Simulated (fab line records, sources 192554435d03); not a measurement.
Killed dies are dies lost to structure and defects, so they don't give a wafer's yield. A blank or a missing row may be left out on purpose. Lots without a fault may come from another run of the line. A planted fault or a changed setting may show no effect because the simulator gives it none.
Which tool did it? | flow n5_finfet | 9 lots, 27 wafers sampled, at 5 steps of a route of 1938

WHAT THE GAUGES READ, wafer by wafer
N5_BEOL_M4_RC_MEAS_101. Usual: DIBL_N 36.0 mV/V, standard deviation 1.9; DIBL_P 36.0 mV/V, standard deviation 2.1; IOFF_N 0.155 nA/um, standard deviation 0.029; IOFF_P 0.20 nA/um, standard deviation 0.032; ION_N 672 uA/um, standard deviation 11; ION_P 461 uA/um, standard deviation 6.9; SS_N 71.5 mV/dec, standard deviation 0.58; SS_P 73.2 mV/dec, standard deviation 0.64; VT_N 250.4 mV, standard deviation 2.9; VT_P -251.0 mV, standard deviation 2.8.
lot  | measured     | on        | DIBL_N (mV/V)  | DIBL_P (mV/V)  | IOFF_N (nA/um)    | IOFF_P (nA/um) | ION_N (uA/um) | ION_P (uA/um) | SS_N (mV/dec)  | SS_P (mV/dec)  | VT_N (mV)         | VT_P (mV)            | flag
L873 | day 8 12:22  | prober-02 | 34.5 35.0 35.1 | 33.8 35.0 34.7 | 0.124 0.131 0.136 | 0.16 0.17 0.16 | 676 659 661   | 455 446 451   | 70.4 71.1 70.7 | 72.2 72.5 72.9 | 254.2 253.3 251.9 | -256.0 -252.8 -257.8 |
L874 | day 8 17:25  | prober-02 | 36.5 34.5 34.4 | 35.3 33.6 33.3 | 0.129 0.114 0.112 | 0.19 0.18 0.17 | 654 672 666   | 452 470 462   | 71.4 71.0 70.8 | 73.9 72.9 72.3 | 254.5 254.6 254.9 | -251.4 -251.4 -253.8 |
L878 | day 9 22:37  | prober-02 | 40.6 39.2 41.7 | 39.6 39.2 41.4 | 0.218 0.194 0.236 | 0.27 0.25 0.30 | 676 686 678   | 465 466 467   | 72.8 72.2 72.6 | 74.5 74.2 74.4 | 248.8 246.9 246.5 | -248.0 -246.9 -246.9 |
L882 | day 11 00:58 | prober-01 | 36.0 35.7 34.6 | 37.2 36.8 35.8 | 0.153 0.155 0.135 | 0.21 0.22 0.20 | 688 672 665   | 469 467 466   | 70.9 71.1 71.5 | 74.1 73.8 73.6 | 249.2 250.3 251.7 | -248.9 -250.4 -249.1 |
L884 | day 10 21:57 | prober-01 | 35.5 37.3 35.1 | 34.8 36.5 34.4 | 0.148 0.174 0.130 | 0.20 0.22 0.19 | 677 681 656   | 465 468 456   | 71.8 71.6 71.6 | 72.5 73.5 72.4 | 250.3 250.7 255.0 | -251.6 -251.2 -252.9 |
L886 | day 11 06:49 | prober-01 | 35.9 34.2 37.2 | 36.1 34.0 36.8 | 0.174 0.141 0.195 | 0.21 0.17 0.22 | 683 652 689   | 463 451 462   | 71.9 71.5 72.0 | 73.4 73.0 74.3 | 245.5 252.5 247.2 | -251.0 -252.2 -251.3 |
L890 | day 12 21:11 | prober-01 | 35.9 37.4 35.4 | 37.6 38.4 37.0 | 0.158 0.185 0.133 | 0.19 0.20 0.17 | 682 674 658   | 463 457 456   | 71.7 71.9 71.7 | 73.3 74.1 73.5 | 251.3 250.6 255.4 | -253.3 -255.3 -255.4 |
L892 | day 13 00:13 | prober-02 | 35.1 32.9 35.1 | 36.4 34.1 37.0 | 0.144 0.119 0.155 | 0.21 0.18 0.22 | 677 654 681   | 467 453 469   | 70.6 70.8 71.7 | 73.3 72.2 73.2 | 249.4 250.0 247.5 | -251.5 -251.7 -249.1 |
L895 | day 14 01:47 | prober-01 | 34.4 33.3 32.8 | 35.1 33.1 33.0 | 0.149 0.118 0.119 | 0.19 0.15 0.16 | 682 661 674   | 466 450 462   | 71.6 71.0 70.4 | 73.0 72.6 72.9 | 252.9 255.5 251.2 | -249.1 -255.7 -253.9 |

WHICH TOOL RAN EACH LOT (tool, then ch and the chambers of the sampled wafers, then the start)
lot  | N5_MOL_CONTACT_COAG_STRIP_49         | N5_BEOL_M0_SAQP_EXPOSE_11          | N5_BEOL_M0_SAQP_DESCUM_19          | N5_BEOL_M0_SAQP_STRIP_86
L873 | plasma_asher-02 ch 0,1, day 5 06:10  | arfi_scanner-02 ch 0, day 5 11:55  | rie_diel-01 ch 1,2,3, day 5 12:11  | rie_diel-04 ch 0,3, day 5 12:34
L874 | plasma_asher-02 ch 0,1, day 5 16:36  | arfi_scanner-02 ch 0, day 5 22:00  | rie_diel-04 ch 1,2, day 5 22:13    | rie_diel-01 ch 1,2,3, day 5 22:35
L878 | plasma_asher-02 ch 0,1, day 6 19:35  | arfi_scanner-02 ch 0, day 7 02:37  | rie_diel-05 ch 0,2,3, day 7 02:50  | rie_diel-01 ch 1,2,3, day 7 03:12
L882 | plasma_asher-02 ch 0,1, day 7 11:01  | arfi_scanner-02 ch 0, day 7 17:41  | rie_diel-01 ch 1,2,3, day 7 17:53  | rie_diel-01 ch 1,2,3, day 7 18:16
L884 | plasma_asher-01 ch 0,1, day 7 23:12  | arfi_scanner-02 ch 0, day 8 05:41  | rie_diel-01 ch 1,2, day 8 06:02    | rie_diel-01 ch 0,1,2, day 8 06:25
L886 | plasma_asher-01 ch 0,1, day 8 07:06  | arfi_scanner-01 ch 0, day 8 13:53  | rie_diel-05 ch 1,2,3, day 8 14:05  | rie_diel-05 ch 0,1,2, day 8 14:34
L890 | plasma_asher-01 ch 0,1, day 9 17:29  | arfi_scanner-03 ch 0, day 10 01:26 | rie_diel-05 ch 0,1,2, day 10 01:39 | rie_diel-05 ch 0,1,3, day 10 02:01
L892 | plasma_asher-02 ch 0,1, day 9 23:49  | arfi_scanner-01 ch 0, day 10 05:06 | rie_diel-04 ch 1,3, day 10 05:28   | rie_diel-01 ch 0,1,2, day 10 05:59
L895 | plasma_asher-01 ch 0,1, day 11 11:14 | arfi_scanner-03 ch 0, day 11 18:55 | rie_diel-01 ch 0,3, day 11 19:15   | rie_diel-05 ch 0,2,3, day 11 19:37
- N5_MOL_CONTACT_COAG_STRIP_49: strips in N2/H2, time 30 s.
- N5_BEOL_M0_SAQP_EXPOSE_11: exposes mask M0 CORE, target cd 42 nm.
- N5_BEOL_M0_SAQP_DESCUM_19: chemistry O2, time 7.9 s.
- N5_BEOL_M0_SAQP_STRIP_86: strips in N2/H2.

WHAT THE TOOLS THEMSELVES READ (means of the sampled wafers that have a number; where no wafer has one, the mark that the record gives instead)
N5_MOL_CONTACT_COAG_STRIP_49. Usual: drypump_motor_current_A 5.6 A, standard deviation 0.36; heater_power_w 313 W, standard deviation 13.
lot  | tool            | drypump_motor_current_A (A) | heater_power_w (W) | flag
L873 | plasma_asher-02 | 5.6                         | 325                |
L874 | plasma_asher-02 | 5.3                         | 319                |
L878 | plasma_asher-02 | 5.6                         | 316                |
L882 | plasma_asher-02 | 5.6                         | 318                |
L884 | plasma_asher-01 | 5.8                         | 312                |
L886 | plasma_asher-01 | 5.6                         | 302                |
L890 | plasma_asher-01 | 5.6                         | 297                |
L892 | plasma_asher-02 | 5.3                         | 320                |
L895 | plasma_asher-01 | 5.6                         | 297                |

N5_BEOL_M0_SAQP_EXPOSE_11. Usual: exposure_dose_mJ_cm2 54.99, standard deviation 0.058; stage_vel_mm_s 500.00 mm/s, standard deviation 0.23.
lot  | tool            | exposure_dose_mJ_cm2 | stage_vel_mm_s (mm/s) | flag
L873 | arfi_scanner-02 | 54.99                | 499.85                |
L874 | arfi_scanner-02 | 55.05                | 499.87                |
L878 | arfi_scanner-02 | 55.08                | 499.67                |
L882 | arfi_scanner-02 | 54.25                | 500.25                | OFF
L884 | arfi_scanner-02 | 54.23                | 499.95                | OFF
L886 | arfi_scanner-01 | 55.04                | 500.20                |
L890 | arfi_scanner-03 | 55.01                | 500.06                |
L892 | arfi_scanner-01 | 55.02                | 500.24                |
L895 | arfi_scanner-03 | 54.91                | 500.05                |

N5_BEOL_M0_SAQP_DESCUM_19. Usual: drypump_motor_current_A 5.6 A, standard deviation 0.31; o2_flow_sccm 224.9 sccm, standard deviation 0.68; oes_product_au 0.76 a.u., standard deviation 0.084; rf_vpp_V 243.4 V, standard deviation 1.3; showerhead_plenum_p_Torr 2.11 Torr, standard deviation 0.06; throttle_valve_pct 20.41 %, standard deviation 0.21.
lot  | tool        | drypump_motor_current_A (A) | o2_flow_sccm (sccm) | oes_product_au (a.u.) | rf_vpp_V (V) | showerhead_plenum_p_Torr (Torr) | throttle_valve_pct (%) | flag
L873 | rie_diel-01 | 5.5                         | 224.9               | 0.74                  | 242.7        | 2.06                            | 20.50                  |
L874 | rie_diel-04 | 6.3                         | 224.8               | 0.78                  | 243.6        | 2.13                            | 20.35                  |
L878 | rie_diel-05 | 5.6                         | 224.9               | 0.78                  | 244.1        | 2.14                            | 20.45                  |
L882 | rie_diel-01 | 5.5                         | 225.2               | 0.72                  | 242.8        | 2.06                            | 20.53                  |
L884 | rie_diel-01 | 5.5                         | 224.5               | 0.72                  | 242.6        | 2.08                            | 20.56                  |
L886 | rie_diel-05 | 5.5                         | 225.5               | 0.71                  | 243.2        | 2.09                            | 20.42                  |
L890 | rie_diel-05 | 5.5                         | 225.1               | 0.77                  | 244.0        | 2.13                            | 20.37                  |
L892 | rie_diel-04 | 6.2                         | 224.9               | 0.77                  | 244.3        | 2.14                            | 20.48                  |
L895 | rie_diel-01 | 5.6                         | 224.6               | 0.74                  | 241.8        | 2.04                            | 20.35                  |

N5_BEOL_M0_SAQP_STRIP_86. Usual: drypump_motor_current_A 5.7 A, standard deviation 0.33; oes_product_au 0.77 a.u., standard deviation 0.089; rf_vpp_V 121.8 V, standard deviation 1.3; showerhead_plenum_p_Torr 3.37 Torr, standard deviation 0.085; throttle_valve_pct 18.80 %, standard deviation 0.23.
lot  | tool        | drypump_motor_current_A (A) | oes_product_au (a.u.) | rf_vpp_V (V) | showerhead_plenum_p_Torr (Torr) | throttle_valve_pct (%) | flag
L873 | rie_diel-04 | 5.8                         | 0.71                  | 121.5        | 3.47                            | 19.19                  |
L874 | rie_diel-01 | 5.5                         | 0.74                  | 121.5        | 3.30                            | 18.92                  |
L878 | rie_diel-01 | 5.5                         | 0.73                  | 121.1        | 3.30                            | 18.92                  |
L882 | rie_diel-01 | 5.5                         | 0.73                  | 121.7        | 3.30                            | 18.94                  |
L884 | rie_diel-01 | 5.4                         | 0.75                  | 121.4        | 3.35                            | 18.90                  |
L886 | rie_diel-05 | 5.5                         | 0.79                  | 121.2        | 3.42                            | 18.71                  |
L890 | rie_diel-05 | 5.4                         | 0.76                  | 120.9        | 3.41                            | 18.65                  |
L892 | rie_diel-01 | 5.4                         | 0.74                  | 121.4        | 3.34                            | 18.91                  |
L895 | rie_diel-05 | 5.6                         | 0.74                  | 122.3        | 3.39                            | 18.74                  |

THE ANSWER, worked out from the rows above alone
Rule: a lot is off if the mean of its wafers that have a number lies more than 3 standard deviations from the usual mean. A lot without any number at a reading at which 4 lots or more have one is off too. The other lots that the step has rows for count as sound. The gauges are gone through in route order, then the tools' own readings, and for those a lot's mean is taken as printed above. The first step at which some lot is off is used, and at that step the reading that is off furthest; a lot without a number counts as furthest.
Off: L882, L884, at N5_BEOL_M0_SAQP_EXPOSE_11 (exposure_dose_mJ_cm2).
A tool fits if, at that step or a process step before it, it ran every lot that is off, and no sound lot after the first of them. One fits: arfi_scanner-02 at N5_BEOL_M0_SAQP_EXPOSE_11. Its last sound lot is L878 (day 7 02:37), its first lot that is off L882 (day 7 17:41): a fault that began between those two fits.
The tool's own readings at N5_BEOL_M0_SAQP_EXPOSE_11 bear it out: on the lots that are off they differ by more than 5 times the standard deviation of the sound lots' means. exposure_dose_mJ_cm2 reads 54.24 there against 55.01 on the sound lots.

WHAT THE SIMULATOR HAD PUT IN
Process parameter drift: arfi_scanner-02, from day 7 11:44 on, at N5_BEOL_M0_SAQP_EXPOSE_11. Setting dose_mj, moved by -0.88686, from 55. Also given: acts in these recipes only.
Lots struck among those shown: L884, L882. The rule above found the same.
